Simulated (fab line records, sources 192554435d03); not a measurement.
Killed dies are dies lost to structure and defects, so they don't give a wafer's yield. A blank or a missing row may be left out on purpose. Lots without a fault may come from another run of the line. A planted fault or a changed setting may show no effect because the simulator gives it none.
fab line records | flow n5_finfet
record lots=4 wafers=10 last_day=18
route steps=1938 shown FIN_SAQP@91 BEOL_M4@1111
lots that met no fault: from a run of the same line without faults
start_h: hours from the record's first day to the start of the lot's first wafer shown | wait_h: hours since the lot's step before | " the same as in the row above | L1.1+2: a row that stands for several wafers | - no value, or no start given | * or withheld: withheld | < > ~ a bound
route shown NAME@n: a module of which the file shows steps, and the number in the route of the first | usual: mean/standard deviation of fault-free wafers | same: alike in all rows | chamber/n: place in a boat | sites: the reading at each site | _std_site: their standard deviation | _edge_site: outer sites' mean less inner sites' | radius_mm: how far each site lies from the wafer's centre | mask NAME#n: copy n | behind: the tool/chamber that last shaped the wafer | hold: why the lot was held/for how many hours/how that ended | device: the transistor (n, p or np) that didn't switch | end of line: the same wafers' tests at the end of the route | a step without rows: its recipe alone | killed: dies lost to structure and defects at the first sort, not the wafer's yield | map: a wafer's dies, x killed, . not, _ none there
set.NAME: the setting as run; set.NAME@STEP: as run at that earlier step | model.NAME: the simulator's own value behind a step, which no gauge read
lots at some steps of the route; a table a step, a row a wafer
services: from which hour (start_h, from the record's first day; less than 0 if before it) a tool's chamber was out of use, for how many hours, and why
## steps
# step N5_FIN_SAQP_PRECLEAN_00
# recipe chemistry=SC1 time_s=60 temp_c=55 mix=1:2:50
# step N5_FIN_SAQP_PRECLEAN_44
# recipe chemistry=SC2 time_s=45 temp_c=35 mix=1:1:50
# step N5_FIN_SAQP_SRD_01
# recipe dry=ipa_marangoni time_s=30 temp_c=23 rinse_liquid=diw
# step N5_FIN_SAQP_ALD_61
# recipe material=SiO2 target_thk_a=40 temp_c=300 ald_precursor_family=BDEAS ald_co_reactant=O2-plasma pulse_time_s=1 purge_time_s=2 co_reactant_purge_time_s=2 ald_cycles=43 pressure_torr=2
# step N5_FIN_SAQP_DENSIFY_62
# recipe temp_c=700 time_s=60 ambient=N2 idle_temp_c=600 ramp_up_c_per_s=150 ramp_down_c_per_s=60 cool_to_c=600
# step N5_FIN_SAQP_HM_DEP_03
# recipe material=SiNx target_thk_a=380 temp_c=400 precursor=SiH4/NH3/N2 pressure_torr=1.5 rf_w=300 time_s=33.6
# step N5_FIN_SAQP_PECVD_47
# recipe material=a-Si target_thk_a=450 temp_c=400 precursor=SiH4/He pressure_torr=3 rf_w=100 time_s=36.3
# step N5_FIN_SAQP_PECVD_48
# recipe material=SiNx target_thk_a=250 temp_c=400 precursor=SiH4/NH3/N2 pressure_torr=1.5 rf_w=300 time_s=22.1
# step N5_FIN_SAQP_PECVD_06
# recipe material=a-Si target_thk_a=600 temp_c=400 precursor=SiH4/He pressure_torr=3 rf_w=100 time_s=48.1
# step N5_FIN_SAQP_HM_DEP_72
# recipe material=SiO2 target_thk_a=120 temp_c=400 precursor=SiH4/N2O pressure_torr=0.75 rf_w=275 time_s=7.2
# step N5_FIN_SAQP_COAT_49
# recipe resist=SOC temp_c=250 time_s=60 spin_rpm=1500 resist_thk_nm=100
# usual spin_speed_rpm=1500.0/0.89
# columns lot.wafer tool chamber start_h wait_h spin_speed_rpm model.SOC_of_FIN_SAQP_COAT_49.thk_nm
L886.1 litho_track-03 0 76.99 0.1 1499.6 99.95
L886.3 " 0 " " 1499.9 99.86
L895.2 litho_track-03 0 128.77 0.1 1454.3 101.2
L895.5 " 0 " " 1454.5 101.1
L895.6 " 0 " " 1454.8 101.3
L899.1 litho_track-03 0 153.05 0.1 1455.8 101.6
L899.2 " 0 " " 1456.0 101.7
L899.3 " 0 " " 1454.8 102
L900.1 litho_track-04 0 160.65 0.1 1497.4 100
L900.5 " 0 " " 1500.3 99.88
# step N5_FIN_SAQP_COAT_50
# recipe resist=SiARC temp_c=220 time_s=60 spin_rpm=1500 resist_thk_nm=35
# step N5_FIN_SAQP_COAT_10
# recipe resist=CAR-ArF spin_rpm=1500 resist_thk_nm=90
# step N5_FIN_SAQP_EBR_12
# recipe solvent=PGMEA ebr_width_mm=1.5
# step N5_FIN_SAQP_SOFTBAKE_11
# recipe temp_c=110 time_s=60 resist=CAR-ArF
# step N5_FIN_SAQP_EXPOSE_13
# recipe mask_id=FIN_CORE na=1.35 source_shape=dipole sigma_inner=0.538 sigma_outer=0.738 polarization=te target_cd_nm=35.6 dose_mj=63.25
# step N5_FIN_SAQP_PEB_14
# recipe peb_temp_c=withheld peb_time_s=60 resist=CAR-ArF
# step N5_FIN_SAQP_DEVELOP_15
# recipe develop_time_s=30 developer=TMAH resist=CAR-ArF dev_temp_c=23 rinse_liquid=diw dry=air_spin
# step N5_FIN_SAQP_DESCUM_21
# recipe chemistry=O2 time_s=7.9 source_power_w=50 bias_power_w=20 pressure_mtorr=20 rf_frequency_hz=2.712e+07 temp_c=40 resist=CAR-ArF o2_flow_sccm=225
# step N5_FIN_SAQP_ETCH_51
# recipe chemistry=CF4 target=SiARC target_depth_a=455 mask_material=CAR-ArF time_s=75.8 ion_energy_ev=80 pressure_mtorr=40 source_w=545 bias_w=36 Ar_flow_sccm=100 cf4_flow_sccm=100 ends=cleared
# step N5_FIN_SAQP_ETCH_52
# recipe chemistry=N2/H2 target=SOC target_depth_a=1000 overetch_a=200 mask_material=SiARC temp_c=40 time_s=150 ion_energy_ev=200 pressure_mtorr=30 source_w=840 bias_w=150 n2_flow_sccm=200 h2_flow_sccm=200 ends=end_point
# usual drypump_motor_current_A=5.8/0.41 h2_flow_sccm=200.0/0.6 oes_product_au=0.68/0.067 rf_fwd_power_W=836.1/2.6 rf_vpp_V=525.2/2.2 showerhead_plenum_p_Torr=2.59/0.075 throttle_valve_pct=17.88/0.23
# columns lot.wafer tool chamber start_h wait_h drypump_motor_current_A h2_flow_sccm oes_product_au rf_fwd_power_W rf_hours_counter_h rf_vpp_V showerhead_plenum_p_Torr throttle_valve_pct model.etch.depth_nm
L886.1 rie_diel-05 1 77.82 0.0 6.1 199.2 0.86 834.7 2 526.5 2.60 17.36 99.95
L886.3 " 0 " " 5.3 200.4 0.61 834.9 235 524.6 2.53 18.14 99.86
L895.2 rie_diel-04 0 129.82 0.0 5.3 199.7 0.63 831.7 227 527.4 2.60 18.08 101.2
L895.5 " 3 " " 5.4 200.6 0.65 839.5 - 523.0 2.51 17.95 101.1
L895.6 " 0 " " 5.3 200.1 0.63 833.9 - 525.4 2.60 18.08 101.3
L899.1 rie_diel-05 0 153.48 0.0 5.4 200.0 0.86 835.1 5 523.1 2.52 17.84 101.6
L899.2 " 3 " " 6.2 199.8 0.63 835.8 224 522.2 2.53 18.18 101.7
L899.3 " 2 " " 5.7 200.1 0.70 839.8 114 528.5 2.69 17.98 102
L900.1 rie_diel-04 1 161.22 0.0 5.4 201.4 0.65 834.2 224 526.6 2.64 18.21 100
L900.5 " 2 " " 5.8 199.2 0.73 835.8 - 527.4 2.66 17.73 99.88
# step N5_FIN_SAQP_STRIP_53
# recipe chemistry=N2/H2 temp_c=40 n2_flow_sccm=200 h2_flow_sccm=200 rf_frequency_hz=6e+07
# step N5_FIN_SAQP_HM_OPEN_73
# recipe chemistry=CHF3/O2 target=SiO2 stop_on=a-Si target_depth_a=120 over_etch_frac=1.8 mask_material=SOC time_s=16.8 pressure_mtorr=30 source_w=650 bias_w=170 Ar_flow_sccm=200 CHF3_flow_sccm=50 O2_flow_sccm=5 ion_energy_ev=200 ends=end_point
# step N5_FIN_SAQP_STRIP_74
# recipe chemistry=CHF3/O2 resist=SiARC rf_frequency_hz=6e+07
# step N5_FIN_SAQP_MANDREL_ETCH_22
# recipe target_depth_a=600 chemistry=HBr/Cl2 target=a-Si stop_on=SiNx bt_time_s=10 over_etch_frac=0.5 time_s=30 pressure_mtorr=10 icp_w=800 bias_w=75 HBr_flow_sccm=150 Cl2_flow_sccm=80 ends=end_point
# usual drypump_motor_current_A=5.74/0.24 he_backside_leak_sccm=2.62/0.24 oes_product_au=0.774/0.017 rf_fwd_power_W=795.7/2.7 throttle_valve_pct=35.5/0.44
# columns lot.wafer tool chamber start_h wait_h drypump_motor_current_A he_backside_leak_sccm oes_product_au rf_fwd_power_W rf_hours_counter_h throttle_valve_pct model.SOC_of_FIN_SAQP_COAT_49.thk_nm
L886.1 rie_si-01 2 78.01 0.0 5.99 2.49 0.778 795.6 24 35.3 76.53
L886.3 " 0 " " 5.72 2.76 0.784 797.6 54 34.9 75.24
L895.2 rie_si-01 2 130.01 0.0 5.93 2.52 0.772 797.1 25 35.2 77.83
L895.5 " 3 " " 5.91 2.41 0.793 796.0 - 35.2 77.17
L895.6 " 2 " " 5.96 2.52 0.791 796.7 - 35.2 78.08
L899.1 rie_si-06 3 153.68 0.0 5.70 2.41 0.767 795.3 26 35.9 77.46
L899.2 " 0 " " 5.81 2.93 0.787 791.5 160 35.7 78.26
L899.3 " 1 " " 5.65 2.65 0.765 798.7 42 35.7 77.27
L900.1 rie_si-06 1 161.41 0.0 5.73 2.50 0.769 793.7 42 35.7 75.61
L900.5 " 1 " " 5.71 2.51 0.777 795.3 - 35.7 75.17
# step N5_FIN_SAQP_STRIP_55
# recipe chemistry=N2/H2 power_w=500 temp_c=40 pressure_mtorr=50 rf_frequency_hz=6e+07 overash_fraction=0.3 bias_power_w=28 h2_frac=0.5 n2_flow_sccm=300 h2_flow_sccm=300
# step N5_BEOL_M4_RC_MEAS_101
# usual DIBL_N=36.1/2 DIBL_P=36.3/2.5 IOFF_N=0.16/0.037 IOFF_P=0.21/0.039 ION_N=678/15 ION_P=465/8.7 SS_N=71.4/0.7 SS_P=73.3/0.74 VT_N=249/3.6 VT_P=-250.0/2.9
# columns lot.wafer tool chamber start_h wait_h DIBL_N[mV/V] DIBL_P[mV/V] IOFF_N[nA/um] IOFF_P[nA/um] ION_N[uA/um] ION_P[uA/um] SS_N[mV/dec] SS_P[mV/dec] VT_N[mV] VT_P[mV]
L886.1 prober-01 0 233.68 0.0 34.4 34.5 0.13 0.19 663 462 71.1 72.9 252 -249.8
L886.3 " 0 " " 39.3 39.2 0.22 0.28 669 464 72.4 73.9 249 -246.1
L895.2 prober-02 0 301.57 0.2 36.1 35.3 0.17 0.19 689 466 71.4 72.7 245 -251.4
L895.5 " 0 " " 38.8 40.0 0.20 0.27 679 465 72.8 74.0 248 -247.3
L895.6 " 0 " " 38.2 37.8 0.20 0.23 700 474 72.4 73.6 248 -250.3
L900.1 prober-02 0 313.10 0.0 34.4 35.3 0.13 0.20 663 456 70.3 73.5 250 -248.7
L900.5 " 0 " " 32.6 32.2 0.11 0.16 674 474 70.5 72.4 252 -252.8
L899.1 prober-01 0 324.98 0.0 38.4 39.4 0.22 0.26 686 464 72.2 73.9 245 -245.6
L899.2 " 0 " " 32.9 33.3 0.13 0.17 672 465 70.0 73.2 248 -249.2
L899.3 " 0 " " 33.2 33.9 0.13 0.19 685 481 70.8 72.1 249 -251.4
## services
# columns tool chamber start_h hours kind
rie_diel-04 1 64.66 7.4 repair
rie_diel-05 1 102.88 4.1 repair
rie_si-06 - 117.72 15.6 pm
rie_diel-05 0 124.16 - clean
rie_diel-05 0 124.16 - consumable_replace:focus_ring
rie_diel-05 0 124.16 14.1 scheduled_down
rie_diel-05 0 124.16 14.1 vent_cycle
rie_si-06 - 133.32 14.6 pm
rie_si-06 2 150.38 9.9 repair
## key
first_sign step=N5_FIN_SAQP_COAT_49 reading=spin_speed_rpm direction=down sigmas=51 usual=* struck=*
effect none on later readings
model_effect step=N5_FIN_SAQP_COAT_49 value=SOC_of_FIN_SAQP_COAT_49.thk_nm without=99.93 struck=101.5
model_effect step=N5_FIN_SAQP_ETCH_52 value=etch.depth_nm without=99.93 struck=101.5
model_effect step=N5_FIN_SAQP_MANDREL_ETCH_22 value=SOC_of_FIN_SAQP_COAT_49.thk_nm without=76.12 struck=77.68
met_at N5_FIN_SAQP_COAT_49
struck_wafers L895.2,L895.5,L895.6,L899.1,L899.2,L899.3
baseline_loss step=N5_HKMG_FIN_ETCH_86 wafers=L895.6
onset_between 76.99 128.77
fault kind=process_parameter_drift tool=litho_track-03 chamber=- onset_h=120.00 steps=N5_FIN_SAQP_COAT_49 channel=spin_rpm offset=* shape=step end_h=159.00 acts_in=* stated=*
# baseline_loss: these wafers lose ten dies or more at that step, a loss of the line's own and not of a fault; the sort's usual values leave them out
